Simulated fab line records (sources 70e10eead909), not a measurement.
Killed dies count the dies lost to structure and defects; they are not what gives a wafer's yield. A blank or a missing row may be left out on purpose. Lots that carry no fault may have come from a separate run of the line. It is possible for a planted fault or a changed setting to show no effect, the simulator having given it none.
Chamber matching	flow nand-harc	NHARC_A_CHANNEL_FILL_D1_ALD_14 on ald-hk-04: 4 sister chambers
The step deposits SiO2, target thk 2.5 nm, pulse time 10 s, ald cycles 25. 4 wafers are shown with their chamber, then 9 later ones without.

## WAFERS WITH THEIR CHAMBER
wafer	chamber	heater-power-w (W)
L085.6	0	460
L088.3	1	465
L092.4	2	541
L092.6	3	526

## WAFERS WITH NO CHAMBER GIVEN
wafer	heater-power-w (W)
L093.3	483
L093.4	541
L093.5	544
L096.2	463
L096.3	468
L096.5	471
L097.3	458
L097.4	528
L097.5	541

## WHICH CHAMBER EACH WENT THROUGH
wafer	from the rows above	in truth
L093.3	can't be placed: 1 or 0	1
L093.4	2	2
L093.5	2	2
L096.2	can't be placed: 1 or 0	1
L096.3	can't be placed: 1 or 0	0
L096.5	can't be placed: 1 or 0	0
L097.3	can't be placed: 0 or 1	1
L097.4	can't be placed: 3 or 2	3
L097.5	2	2
Correctly placed: 3 of 9. These rows do not allow placing 6 (true chamber among the candidates in 6). 0 placed wrongly.
How it was worked out, from the rows above alone: a wafer's distance from a chamber is the root of the sum, over the readings, of the square of ((its reading less the chamber's mean) divided by the reading's scatter). The wafer belongs to the nearest chamber; if the next one is less than 2 further off, it can't be placed. For every chamber, the mean is computed from those of its wafers that are shown. The scatter: with one shown wafer a chamber, the root of the mean of the squares of how far each hidden wafer lies from its nearest shown one.
